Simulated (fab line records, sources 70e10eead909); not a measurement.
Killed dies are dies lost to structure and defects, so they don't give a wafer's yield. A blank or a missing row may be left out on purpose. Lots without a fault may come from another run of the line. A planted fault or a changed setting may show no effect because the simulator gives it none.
Which tool did it? | flow nand_harc | 11 lots, 33 wafers sampled, at 5 steps of a route of 1159

WHAT THE GAUGES READ, wafer by wafer
NHARC_END_SORT_01. Usual: defect_limited_yield 95.4 %, standard deviation 1.5; killed_at_array 28, standard deviation 10; killed_at_other 0.5, standard deviation 0.82; killed_at_periphery 3.4, standard deviation 2.2; killed_dies 31, standard deviation 10; killed_open 3.4, standard deviation 1.9; killed_short 1.9, standard deviation 1.3; sort_bin_2_pct 1.5 %, standard deviation 0.6; sort_bin_3_pct 0.29 %, standard deviation 0.24; sort_bin_4_pct 2.9 %, standard deviation 0.97; sort_n_pass 646, standard deviation 10; sort_rim_yield_pct 94.7 %, standard deviation 3; sort_yield_pct 95.4 %, standard deviation 1.5.
lot  | measured     | on        | defect_limited_yield (%) | killed_at_array | killed_at_other | killed_at_periphery | killed_dies | killed_open | killed_short | sort_bin_2_pct (%) | sort_bin_3_pct (%) | sort_bin_4_pct (%) | sort_n_pass | sort_rim_yield_pct (%) | sort_yield_pct (%) | flag
L432 | day 20 03:33 | prober-01 | 97.0 96.2 96.5           | 18 21 18        | 0 0 3           | 2 5 3               | 20 26 24    | 3 1 2       | 2 2 3        | 1.2 1.2 1.2        | 0 0.30 0.44        | 1.8 2.4 1.9        | 657 651 653 | 95.3 93.4 95.3         | 97.0 96.2 96.5     |
L433 | day 20 17:59 | prober-02 | 96.8 95.4 96.0           | 16 25 24        | 0 0 0           | 6 6 3               | 22 31 27    | 4 6 3       | 2 3 2        | 0.6 1.0 1.2        | 0.30 0.30 0.30     | 2.4 3.2 2.5        | 655 646 650 | 98.1 92.5 95.3         | 96.8 95.4 96.0     |
L435 | day 20 16:45 | prober-01 | 97.2 96.2 97.2           | 15 23 14        | 0 0 1           | 4 3 4               | 19 26 19    | 2 3 2       | 3 1 3        | 1.2 1.3 0.9        | 0 0.15 0           | 1.6 2.4 1.9        | 658 651 658 | 98.1 93.4 99.1         | 97.2 96.2 97.2     |
L434 | day 20 11:52 | prober-02 | 96.2 95.6 95.3           | 17 21 23        | 1 0 0           | 8 9 9               | 26 30 32    | 2 3 5       | 0 0 1        | 1.2 1.5 1.8        | 0 0.30 0.30        | 2.7 2.7 2.7        | 651 647 645 | 96.2 92.5 98.1         | 96.2 95.6 95.3     |
L436 | day 21 10:34 | prober-01 | 94.2 94.8 96.2           | 34 27 19        | 2 1 1           | 3 7 6               | 39 35 26    | 4 4 3       | 4 4 0        | 2.1 1.6 0.9        | 0.74 0 0.15        | 3.0 3.5 2.8        | 638 642 651 | 95.3 93.4 98.1         | 94.2 94.8 96.2     |
L438 | day 21 21:05 | prober-02 | 96.8 97.3 98.1           | 18 18 11        | 0 0 0           | 4 0 2               | 22 18 13    | 4 5 3       | 2 1 3        | 0.9 1.2 0.7        | 0 0 0              | 2.4 1.5 1.2        | 655 659 664 | 95.3 96.2 97.2         | 96.8 97.3 98.1     |
L440 | day 21 21:49 | prober-01 | 96.3 96.8 95.9           | 22 17 27        | 0 2 1           | 3 3 0               | 25 22 28    | 1 2 2       | 2 3 2        | 1.0 1.0 1.0        | 0.44 0.15 0        | 2.2 2.1 3.1        | 652 655 649 | 91.5 92.5 100.0        | 96.3 96.8 95.9     |
L452 | day 24 17:08 | prober-01 | 92.9 95.1 94.8           | 45 32 31        | 0 0 0           | 3 1 4               | 48 33 35    | 4 0 3       | 1 1 1        | 2.2 2.2 2.2        | 0 0.15 0.44        | 4.9 2.5 2.5        | 629 644 642 | 96.2 91.5 94.3         | 92.9 95.1 94.8     |
L453 | day 24 22:44 | prober-02 | 92.2 94.2 91.0           | 50 33 57        | 1 3 2           | 2 3 2               | 53 39 61    | 3 2 5       | 2 3 1        | 2.7 2.1 2.7        | 0.74 0 0.89        | 4.4 3.7 5.5        | 624 638 616 | 91.5 94.3 97.2         | 92.2 94.2 91.0     |
L454 | day 24 10:56 | prober-02 | 95.0 94.4 95.9           | 31 34 22        | 0 3 0           | 3 1 6               | 34 38 28    | 4 3 6       | 0 5 4        | 1.5 1.6 1.0        | 0.15 0.15 0.59     | 3.4 3.8 2.5        | 643 639 649 | 96.2 90.6 93.4         | 95.0 94.4 95.9     |
L455 | day 25 00:58 | prober-01 | 94.8 93.1 93.5           | 28 46 39        | 2 0 2           | 5 1 3               | 35 47 44    | 6 2 5       | 3 3 1        | 1.3 2.7 1.0        | 0.15 0 0.44        | 3.7 4.3 5.0        | 642 630 633 | 93.4 97.2 97.2         | 94.8 93.1 93.5     |

WHICH TOOL RAN EACH LOT (tool, then ch and the chambers of the sampled wafers, then the start)
lot  | NHARC_P_BONDPAD_STRIP_15           | NHARC_P_BONDPAD_ETCH_24            | NHARC_P_BONDPAD_PVD_17                  | NHARC_P_BONDPAD_CMP_19
L432 | rie_diel-10 ch 0,2,3, day 6 12:05  | rie_diel-10 ch 0,2,3, day 6 12:14  | pvd_sputter-01, day 6 13:42 or earlier  | cmp-03 ch 0,3, day 6 13:42
L433 | rie_diel-10 ch 0,3, day 6 23:47    | rie_diel-10 ch 0,1,3, day 7 00:00  | pvd_sputter-01, day 7 01:35 or earlier  | cmp-03 ch 1,2,3, day 7 01:35
L435 | rie_diel-08 ch 0,1,3, day 7 09:14  | rie_diel-08 ch 0,1,2, day 7 09:23  | pvd_sputter-03, day 7 10:56 or earlier  | cmp-03 ch 1,2,3, day 7 10:56
L434 | rie_diel-08 ch 1,2,3, day 7 10:07  | rie_diel-08 ch 1,2, day 7 10:14    | pvd_sputter-02, day 7 11:48 or earlier  | cmp-01 ch 1,2,3, day 7 11:48
L436 | rie_diel-08 ch 0,1,3, day 7 11:07  | rie_diel-08 ch 0,1,2, day 7 11:15  | pvd_sputter-02, day 7 12:47 or earlier  | cmp-01 ch 0,2,3, day 7 12:47
L438 | rie_diel-08 ch 0,3, day 7 22:20    | rie_diel-08 ch 0,1,3, day 7 22:32  | pvd_sputter-02, day 8 00:06 or earlier  | cmp-02 ch 0,2,3, day 8 00:06
L440 | rie_diel-08 ch 0,1, day 8 11:38    | rie_diel-08 ch 0,1,2, day 8 11:47  | pvd_sputter-01, day 8 13:19 or earlier  | cmp-02 ch 2,3, day 8 13:19
L452 | rie_diel-08 ch 0,1,2, day 11 13:10 | rie_diel-08 ch 0,2,3, day 11 13:19 | pvd_sputter-03, day 11 14:56 or earlier | cmp-01 ch 1,2,3, day 11 14:56
L453 | rie_diel-08 ch 1,2, day 11 17:40   | rie_diel-08 ch 0,2, day 11 17:49   | pvd_sputter-01, day 11 19:17 or earlier | cmp-03 ch 0,1,3, day 11 19:17
L454 | rie_diel-08 ch 0,2, day 11 18:59   | rie_diel-08 ch 1,3, day 11 19:07   | pvd_sputter-01, day 11 20:35 or earlier | cmp-01 ch 0,1, day 11 20:35
L455 | rie_diel-08 ch 0,1,2, day 12 07:08 | rie_diel-08 ch 0,1,3, day 12 07:16 | pvd_sputter-02, day 12 13:07 or earlier | cmp-02 ch 0,1,3, day 12 13:07
- NHARC_P_BONDPAD_STRIP_15: strips in O2.
- NHARC_P_BONDPAD_ETCH_24: etches the open film in CF4/N2, target depth 30 nm, time 72.99 s.
- NHARC_P_BONDPAD_PVD_17: deposits TaN, target thk 5 nm, time 8.06 s.
- NHARC_P_BONDPAD_CMP_19: polishes, t overpolish 30 s, cu recess touch 16 s, target thk 160.81 nm.

WHAT THE TOOLS THEMSELVES READ (means of the sampled wafers that have a number; where no wafer has one, the mark that the record gives instead)
NHARC_P_BONDPAD_STRIP_15. Usual: drypump_motor_current_A 5.9 A, standard deviation 0.46; mfc_ar_sccm 0.006 sccm, standard deviation 0.0085; oes_product_au 1.000 a.u., standard deviation 0.011; rf_vpp_V 58.0 V, standard deviation 0.88; showerhead_plenum_p_Torr 3.61 Torr, standard deviation 0.12; throttle_valve_pct 17.037 %, standard deviation 0.0097.
lot  | tool        | drypump_motor_current_A (A) | mfc_ar_sccm (sccm) | oes_product_au (a.u.) | rf_vpp_V (V) | showerhead_plenum_p_Torr (Torr) | throttle_valve_pct (%) | flag
L432 | rie_diel-10 | 6.2                         | 0.011              | 0.998                 | 58.0         | 3.57                            | 17.029                 |
L433 | rie_diel-10 | 6.1                         | 0.021              | 1.010                 | 58.5         | 3.59                            | 17.039                 |
L435 | rie_diel-08 | 6.1                         | 0.002              | 0.993                 | 57.4         | 3.60                            | 17.036                 |
L434 | rie_diel-08 | 5.7                         | 0.006              | 1.001                 | 57.5         | 3.65                            | 17.026                 |
L436 | rie_diel-08 | 6.1                         | 0.002              | 0.993                 | 58.5         | 3.60                            | 17.046                 |
L438 | rie_diel-08 | 5.9                         | 0.002              | 0.994                 | 58.6         | 3.66                            | 17.040                 |
L440 | rie_diel-08 | 6.2                         | 0.002              | 1.002                 | 57.1         | 3.55                            | 17.045                 |
L452 | rie_diel-08 | 5.8                         | 0.008              | 1.007                 | 57.6         | 3.58                            | 17.028                 |
L453 | rie_diel-08 | 5.4                         | 0.011              | 1.006                 | 58.2         | 3.63                            | 17.036                 |
L454 | rie_diel-08 | 5.7                         | 0.010              | 1.003                 | 58.4         | 3.58                            | 17.030                 |
L455 | rie_diel-08 | 5.8                         | 0.008              | 1.004                 | 58.3         | 3.58                            | 17.040                 |

NHARC_P_BONDPAD_ETCH_24. Usual: drypump_motor_current_A 5.8 A, standard deviation 0.47; mfc_ar_sccm 150.0 sccm, standard deviation 0.48; n2_flow_sccm 100.06 sccm, standard deviation 0.27; oes_product_au 0.997 a.u., standard deviation 0.0099; rf_vpp_V 315.2 V, standard deviation 1.6; showerhead_plenum_p_Torr 2.69 Torr, standard deviation 0.091; throttle_valve_pct 19.793 %, standard deviation 0.0088.
lot  | tool        | drypump_motor_current_A (A) | mfc_ar_sccm (sccm) | n2_flow_sccm (sccm) | oes_product_au (a.u.) | rf_vpp_V (V) | showerhead_plenum_p_Torr (Torr) | throttle_valve_pct (%) | flag
L432 | rie_diel-10 | 6.2                         | 150.0              | 99.80               | 0.991                 | 314.7        | 2.66                            | 19.801                 |
L433 | rie_diel-10 | 5.9                         | 150.4              | 100.00              | 1.011                 | 312.8        | 2.56                            | 19.796                 |
L435 | rie_diel-08 | 5.8                         | 149.7              | 99.88               | 1.000                 | 314.8        | 2.67                            | 19.786                 |
L434 | rie_diel-08 | 5.4                         | 149.9              | 99.98               | 1.009                 | 317.1        | 2.71                            | 19.800                 |
L436 | rie_diel-08 | 5.8                         | 150.1              | 100.41              | 1.004                 | 314.9        | 2.67                            | 19.805                 |
L438 | rie_diel-08 | 6.1                         | 150.0              | 100.21              | 0.991                 | 314.6        | 2.68                            | 19.788                 |
L440 | rie_diel-08 | 5.8                         | 150.3              | 100.21              | 0.908                 | 314.4        | 2.67                            | 19.793                 | OFF
L452 | rie_diel-08 | 5.6                         | 150.2              | 100.27              | 0.992                 | 315.1        | 2.71                            | 19.791                 |
L453 | rie_diel-08 | 5.7                         | 150.4              | 100.21              | 0.997                 | 314.3        | 2.67                            | 19.792                 |
L454 | rie_diel-08 | 6.1                         | 150.0              | 100.06              | 0.992                 | 315.3        | 2.68                            | 19.804                 |
L455 | rie_diel-08 | 6.1                         | 150.2              | 100.07              | 0.987                 | 315.5        | 2.68                            | 19.799                 |

NHARC_P_BONDPAD_PVD_17. Usual: throttle_valve_pct 30.1 %, standard deviation 0.89.
lot  | tool           | throttle_valve_pct (%) | flag
L432 | pvd_sputter-01 | 31.2                   |
L433 | pvd_sputter-01 | 30.7                   |
L435 | pvd_sputter-03 | 30.1                   |
L434 | pvd_sputter-02 | 29.9                   |
L436 | pvd_sputter-02 | 29.6                   |
L438 | pvd_sputter-02 | 29.7                   |
L440 | pvd_sputter-01 | 30.6                   |
L452 | pvd_sputter-03 | 29.3                   |
L453 | pvd_sputter-01 | 29.8                   |
L454 | pvd_sputter-01 | 30.7                   |
L455 | pvd_sputter-02 | 30.2                   |

NHARC_P_BONDPAD_CMP_19. Usual: motor_current_A 12.3 A, standard deviation 1.5; overpolish_run_s 30.000 s, standard deviation 0.01; retaining_ring_pressure_frac 1.000, standard deviation 0.0057.
lot  | tool   | motor_current_A (A) | overpolish_run_s (s) | retaining_ring_pressure_frac | flag
L432 | cmp-03 | 10.7                | 29.991               | 1.001                        |
L433 | cmp-03 | 12.8                | 29.998               | 0.997                        |
L435 | cmp-03 | 12.6                | 29.999               | 1.002                        |
L434 | cmp-01 | 11.8                | 30.005               | 0.999                        |
L436 | cmp-01 | 12.6                | 29.997               | 1.002                        |
L438 | cmp-02 | 12.4                | 30.004               | 1.002                        |
L440 | cmp-02 | 12.1                | 30.003               | 0.994                        |
L452 | cmp-01 | 11.9                | 29.999               | 0.994                        |
L453 | cmp-03 | 12.2                | 30.008               | 1.002                        |
L454 | cmp-01 | 13.5                | 30.003               | 0.993                        |
L455 | cmp-02 | 12.1                | 30.001               | 1.007                        |

THE ANSWER, worked out from the rows above alone
Rule: a lot is off if the mean of its wafers that have a number lies more than 3 standard deviations from the usual mean. A lot without any number at a reading at which 4 lots or more have one is off too. The other lots that the step has rows for count as sound. The gauges are gone through in route order, then the tools' own readings, and for those a lot's mean is taken as printed above. The first step at which some lot is off is used, and at that step the reading that is off furthest; a lot without a number counts as furthest.
Off: L440, at NHARC_P_BONDPAD_ETCH_24 (oes_product_au).
A tool fits if, at that step or a process step before it, it ran every lot that is off, and no sound lot after the first of them. None of those tried fits.

WHAT THE SIMULATOR HAD PUT IN
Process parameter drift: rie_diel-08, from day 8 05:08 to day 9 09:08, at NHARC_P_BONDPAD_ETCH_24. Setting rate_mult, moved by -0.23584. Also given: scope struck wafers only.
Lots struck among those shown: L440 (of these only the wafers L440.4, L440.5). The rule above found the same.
